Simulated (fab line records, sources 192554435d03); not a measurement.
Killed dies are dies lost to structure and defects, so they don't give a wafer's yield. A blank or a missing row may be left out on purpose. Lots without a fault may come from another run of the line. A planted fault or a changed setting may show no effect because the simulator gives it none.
Chamber matching | flow n5_finfet | N5_BEOL_M14_DEP_53 on pecvd-04: 3 sister chambers
The step deposits SiCN from 3MS/NH3, target thk 50 nm, time 17.8 s. 6 wafers are shown with their chamber, then 12 later ones without.

WAFERS WITH THEIR CHAMBER
wafer  | chamber | showerhead_plenum_p_Torr (Torr) | throttle_valve_pct (%)
L092.1 | 1       | 4.149                           | 18.0
L092.4 | 0       | 4.184                           | 18.0
L092.6 | 2       | 4.142                           | 17.1
L090.1 | 2       | 4.137                           | 17.0
L090.3 | 1       | 4.155                           | 17.9
L090.4 | 0       | 4.171                           | 18.1

WAFERS WITHOUT THEIR CHAMBER
wafer  | showerhead_plenum_p_Torr (Torr) | throttle_valve_pct (%)
L091.1 | 4.148                           | 18.1
L091.2 | 4.120                           | 16.9
L091.3 | 4.185                           | 17.9
L093.1 | 4.180                           | 17.8
L093.2 | 4.150                           | 18.1
L093.4 | 4.148                           | 18.0
L094.1 | 4.186                           | 18.2
L094.5 | 4.154                           | 17.9
L094.6 | 4.137                           | 17.0
L097.2 | 4.146                           | 18.1
L097.3 | 4.190                           | 17.9
L097.5 | 4.132                           | 17.0

WHICH CHAMBER EACH WENT THROUGH
wafer  | from the rows above     | in truth
L091.1 | 1                       | 1
L091.2 | 2                       | 2
L091.3 | 0                       | 0
L093.1 | can't be placed: 0 or 1 | 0
L093.2 | 1                       | 1
L093.4 | 1                       | 1
L094.1 | 0                       | 0
L094.5 | 1                       | 1
L094.6 | 2                       | 2
L097.2 | 1                       | 1
L097.3 | 0                       | 0
L097.5 | 2                       | 2
Placed correctly: 11 of 12. Can't be placed from these rows: 1 (the true chamber is among the candidates in 1). Placed wrongly: 0.
How it was worked out, from the rows above alone: a wafer's distance from a chamber is the root of the sum, over the readings, of the square of ((its reading less the chamber's mean) divided by the reading's scatter). The wafer belongs to the nearest chamber; if the next one is less than 2 further off, it can't be placed. A chamber's mean is the mean of its shown wafers. The scatter: the root of (the sum of the squares of (reading less its chamber's mean) over the shown wafers, divided by (wafers less chambers)).
